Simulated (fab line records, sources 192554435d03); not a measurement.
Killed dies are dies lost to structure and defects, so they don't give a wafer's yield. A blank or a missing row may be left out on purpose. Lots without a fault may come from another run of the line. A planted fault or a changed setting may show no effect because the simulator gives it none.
Split-lot experiment | flow n5_finfet | 7 lots, 21 wafers read, on a route of 1938 steps

THE SPLIT
At N5_BEOL_M13_COAT_04 (resist thk 400 nm), the setting spin_rpm was moved away from the recipe's 1625 rpm on 7 of the 21 wafers read, by -9.0% to +4.9%. The other wafers ran this setting at the recipe's value.

FROM THE SPLIT TO THE READING: what the file shows between them, 4 steps
- N5_BEOL_M13_EBR_06
- N5_BEOL_M13_SOFTBAKE_05: time 60 s
- N5_BEOL_M13_DESCUM_15: chemistry O2, time 7.9 s
- N5_BEOL_M13_ETCH_59: etches BARC in N2/H2, target depth 89 nm, overetch 26.7 nm, time 67.9 s

THE READING
coat_of_BEOL_M13_COAT_04.thk_nm (the simulator's own value, which no gauge read), in nm, at N5_BEOL_M13_VIA_ETCH_16 (etches SiOC in C4F8/O2/Ar, target depth 921.7 nm). The file gives no usual value for it. The 14 wafers here that ran the recipe average 71.9 nm, standard deviation 4.3 nm.

wafer  | tool, chamber at the split | spin_rpm as run, rpm | against the recipe | coat_of_BEOL_M13_COAT_04.thk_nm, nm | against lot-mates on the recipe
L075.2 | litho_track-05, 0          | 1625                 | recipe             | 72                                  | -
L075.4 | litho_track-05, 0          | 1489                 | -8.4%              | 92.8                                | +20.8
L075.5 | litho_track-05, 0          | 1489                 | -8.4%              | 91.8                                | +19.8
L078.1 | litho_track-05, 0          | 1625                 | recipe             | 69.8                                | -
L078.3 | litho_track-05, 0          | 1625                 | recipe             | 77.8                                | -
L078.5 | litho_track-05, 0          | 1625                 | recipe             | 63.6                                | -
L081.2 | litho_track-05, 0          | 1577                 | -3.0%              | 77.6                                | +4.6
L081.5 | litho_track-05, 0          | 1625                 | recipe             | 73                                  | -
L081.6 | litho_track-05, 0          | 1577                 | -3.0%              | 76.2                                | +3.2
L077.4 | litho_track-05, 0          | 1479                 | -9.0%              | 85.6                                | +19.8
L077.5 | litho_track-05, 0          | 1479                 | -9.0%              | 89.6                                | +23.8
L077.6 | litho_track-05, 0          | 1625                 | recipe             | 65.8                                | -
L082.1 | litho_track-04, 0          | 1625                 | recipe             | 72.8                                | -
L082.4 | litho_track-04, 0          | 1625                 | recipe             | 66                                  | -
L082.5 | litho_track-04, 0          | 1704                 | +4.9%              | 65.2                                | -4.2
L084.2 | litho_track-03, 0          | 1625                 | recipe             | 76.4                                | -
L084.3 | litho_track-03, 0          | 1625                 | recipe             | 73.2                                | -
L084.6 | litho_track-03, 0          | 1625                 | recipe             | 72.2                                | -
L086.1 | litho_track-03, 0          | 1625                 | recipe             | 70                                  | -
L086.2 | litho_track-03, 0          | 1625                 | recipe             | 78.2                                | -
L086.3 | litho_track-03, 0          | 1625                 | recipe             | 75.4                                | -

THE FIT
A straight line over all 21 wafers: coat_of_BEOL_M13_COAT_04.thk_nm changes by -1.98 nm for each +1% of spin_rpm; r = -0.88; the points scatter about the line by 4.1 nm.
The same after taking each lot's own level away (the mean of its wafers on the recipe; 21 wafers): -2.22 nm for each +1%; r = -0.92; scatter 3.6 nm.
On that fit, the largest move of spin_rpm shifts the reading by 20 nm.
The lots' own levels span 65.80 to 74.53 nm, that is 2.0 times the standard deviation above.
So the lot-to-lot level changes the slope: the two fits differ.
Check: with one of the wafers moved furthest among these (-9.0%) left out of the fit, the line predicts +20.5 nm for it against its lot-mates. It came out at +19.8 nm against them.

THE WHOLE CHAIN: every reading that the file lists as answering this split, in the file's order
step                    | what it does                                                            | reading                                                                          | change (the file's fit)              | r (the file's)
N5_BEOL_M13_COAT_04     | resist thk 400 nm                                                       | coat_of_BEOL_M13_COAT_04.thk_nm (the simulator's own value, which no gauge read) | -2.12 nm for each +1% of the setting | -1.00
N5_BEOL_M13_ETCH_59     | etches BARC in N2/H2, target depth 89 nm, overetch 26.7 nm, time 67.9 s | coat_of_BEOL_M13_COAT_04.thk_nm (the simulator's own value, which no gauge read) | -2.42 nm for each +1% of the setting | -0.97
N5_BEOL_M13_VIA_ETCH_16 | etches SiOC in C4F8/O2/Ar, target depth 921.7 nm                        | coat_of_BEOL_M13_COAT_04.thk_nm (the simulator's own value, which no gauge read) | -2.17 nm for each +1% of the setting | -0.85
N5_BEOL_M13_STRIP_63    | strips in N2/H2                                                         | strip_time_to_endpoint_s                                                         | withheld for each +1% of the setting | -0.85

THE FILE'S OWN FIT
coat_of_BEOL_M13_COAT_04.thk_nm changes by -2.17 nm for each +1% of spin_rpm, r = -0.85.
